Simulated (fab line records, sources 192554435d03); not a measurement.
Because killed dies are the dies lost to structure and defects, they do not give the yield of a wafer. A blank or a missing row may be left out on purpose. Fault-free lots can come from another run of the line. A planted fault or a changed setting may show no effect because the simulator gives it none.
Struck lot and sound lot, side by side | flow n5 finfet | 28 steps out of a route of 1938
Sound: wafers L276.2, L276.4, L276.6. Struck: wafer L291.2 (left out: L291.6, a lot-mate that was not struck); the cause follows at the end.
For every step that has rows: the tool of each side, followed by ch and its chambers, followed by its first start. Under that, the readings that differ: sound wafers | struck wafers | difference of the means | sigmas: that difference in standard deviations of wafers without a fault.
alike: readings with means less than 2 such deviations apart, plus words and numbers identical on both sides. not compared: withheld readings, readings lacking a value on some wafer, bounds such as >300 that could conceal the same value, and numbers that have no deviation in the record and whose values overlap.
Wherever a step has rows on one side only, a row that says differs or no value, or a row with sigmas, the two part there. Numbers that have no deviation but don't overlap get no sigmas and don't part them. A reading that every wafer of one side lacks parts them only if that side has two wafers or more.

first, 1 step without rows for these wafers: N5_DUMMY_GATE_UV_OZONE_45 (time 120 s).
N5_DUMMY_GATE_INSPECT_27: inspects for defects (brightfield).
  sound on defect inspect-01 at day 4 02:43; struck on defect inspect-01 at day 7 16:26
  reading          | sound       | struck | difference | sigmas
  raw defect count | 338 301 316 | 507    | +189       | +2
then, 2 steps without rows for these wafers: N5_SPACER0_ALD_07 (deposits SiNx, target thk 2 nm); N5_SPACER0_ALD_00 (deposits SiOCN, target thk 3.5 nm, pulse time 3 s, purge time 2 s).
N5_SPACER0_ALD_08: deposits SiNx, target thk 2 nm.
  sound on ald sin-03 ch 0,1, day 4 03:10; struck on ald sin-02 ch 2, day 7 18:05
  alike: heater power w
N5_SPACER0_INSPECT_04: inspects for defects (darkfield).
  sound on defect inspect-01 at day 4 03:20; struck on defect inspect-01 at day 7 18:14
  alike: raw defect count
then, 6 steps without rows for these wafers: N5_SD_EPI_N_COAT_32 (time 60 s, resist thk 350 nm); N5_SD_EPI_N_COAT_33 (time 60 s, resist thk 35 nm); N5_SD_EPI_N_COAT_03 (resist thk 150 nm); N5_SD_EPI_N_EBR_05; N5_SD_EPI_N_SOFTBAKE_04 (time 60 s); N5_SD_EPI_N_EXPOSE_06 (exposes mask SD N BLK, target cd 120 nm).
N5_SD_EPI_N_PEB_07: peb time 60 s.
  sound on litho track-04 ch 0, day 4 03:32; struck on litho track-03 ch 0, day 7 18:34
  reading                  | sound             | struck | difference | sigmas
  heater power total W (W) | 176.1 176.9 177.3 | 204.3  | +27.5      | +17
  alike: chill plate temp C
then, 1 step without rows for these wafers: N5_SD_EPI_N_DEVELOP_08 (develop time 30 s).
N5_SD_EPI_N_CD_MEAS_09: the cd target is 120 nm.
  sound on cd sem-03 ch 0, day 4 03:36; struck on cd sem-01 ch 0, day 7 18:38
  reading    | sound             | struck | difference | sigmas
  cd nm (nm) | 119.7 120.3 119.0 | 109.6  | -10.1      | -14
N5_SD_EPI_N_OVL_MEAS_10:
  sound on overlay-02 ch 0, day 4 03:38; struck on overlay-02 ch 0, day 7 18:40
  alike: SD_N_BLK_OVL
N5_SD_EPI_N_INSPECT_11: inspects for defects (macro).
  sound on defect inspect-01 at day 4 03:39; struck on defect inspect-02 at day 7 18:41
  alike: raw defect count
N5_SD_EPI_N_DESCUM_14: chemistry O2, time 7.9 s.
  sound on rie diel-04 ch 0,1,3, day 4 03:41; struck on rie diel-02 ch 2, day 7 18:44
  reading                   | sound             | struck | difference | sigmas
  model.SD_EPI_N.cd nm (nm) | 119.8 120.6 119.2 | 109.8  | -10.1      |
  alike: drypump motor current A, o2 flow sccm, oes product au, rf vpp V, showerhead plenum p Torr, temp c, throttle valve pct
  not compared: rf hours counter h
N5_SD_EPI_N_ETCH_34: etches SiARC in CF4, target depth 45.5 nm, time 75.8 s.
  sound on rie diel-04 ch 0,1,3, day 4 03:43; struck on rie diel-02 ch 2, day 7 18:46
  alike: drypump motor current A, etch rf on time s, oes product au, rf vpp V, showerhead plenum p Torr, throttle valve pct
  not compared: rf hours counter h
N5_SD_EPI_N_ETCH_35: etches SOC in N2/H2, overetch 108 nm, time 486 s.
  sound on rie diel-04 ch 0,1,3, day 4 03:47; struck on rie diel-02 ch 2, day 7 18:49
  alike: drypump motor current A, oes product au, rf vpp V, showerhead plenum p Torr, temp c, throttle valve pct
  not compared: rf hours counter h
then, 2 steps without rows for these wafers: N5_SD_EPI_N_STRIP_36 (strips in N2/H2); N5_SD_EPI_N_ETCHBACK_44 (etches SiNx in CH3F/O2, stops on SiO2, target depth 14.5 nm).
N5_SD_EPI_N_ETCH_45: etches SiOCN in CH3F/O2, target depth 6 nm.
  sound on rie diel-04 ch 0,1,3, day 4 04:12; struck on rie diel-02 ch 2, day 7 19:14
  alike: drypump motor current A, oes product au, rf vpp V, showerhead plenum p Torr, throttle valve pct
  not compared: rf hours counter h
then, 2 steps without rows for these wafers: N5_SD_EPI_N_ETCH_16 (etches SiO2 in CHF3/O2, target depth 5 nm); N5_SD_EPI_N_STRIP_47 (strips in CHF3/O2).
N5_SD_EPI_N_SD_RECESS_17: chemistry HBr/Cl2/O2, target depth 41 nm, time 23.7 s, bt time 3 s.
  sound on rie si-03 ch 0,1,2, day 4 04:22; struck on rie si-01 ch 3, day 7 19:25
  reading                   | sound             | struck | difference | sigmas
  model.SD_EPI_N.cd nm (nm) | 121.4 120.4 116.8 | 108.6  | -10.9      |
  alike: drypump motor current A, oes product au, throttle valve pct
  not compared: rf hours counter h
N5_SD_EPI_N_STRIP_38: strips in N2/H2.
  sound on plasma asher-02 ch 0,1, day 4 04:28; struck on plasma asher-02 ch 1, day 7 19:31
  alike: drypump motor current A, heater power w, oes product au, temp c
  not compared: rf hours counter h
-- record jumps: 7 days separate the struck wafers' starts on either side; left off in module SD_EPI_N, taken up again in module BEOL_M4, whose first shown step is the route's number 1111 --
N5_BEOL_M4_RC_MEAS_101:
  sound on prober-02 ch 0, day 10 12:17; struck on prober-02 ch 0, day 14 11:44
  reading   | sound          | struck | difference | sigmas
  VT_P (mV) | -246 -244 -243 | -254   | -10        | -3
  alike: DIBL_N, DIBL_P, IOFF_N, IOFF_P, ION_N, ION_P, SS_N, SS_P, VT_N

== WHERE THEY PART ==
Earliest at N5_DUMMY_GATE_INSPECT_27; latest, in this record, at N5_BEOL_M4_RC_MEAS_101.

WHY: what the simulator had put in
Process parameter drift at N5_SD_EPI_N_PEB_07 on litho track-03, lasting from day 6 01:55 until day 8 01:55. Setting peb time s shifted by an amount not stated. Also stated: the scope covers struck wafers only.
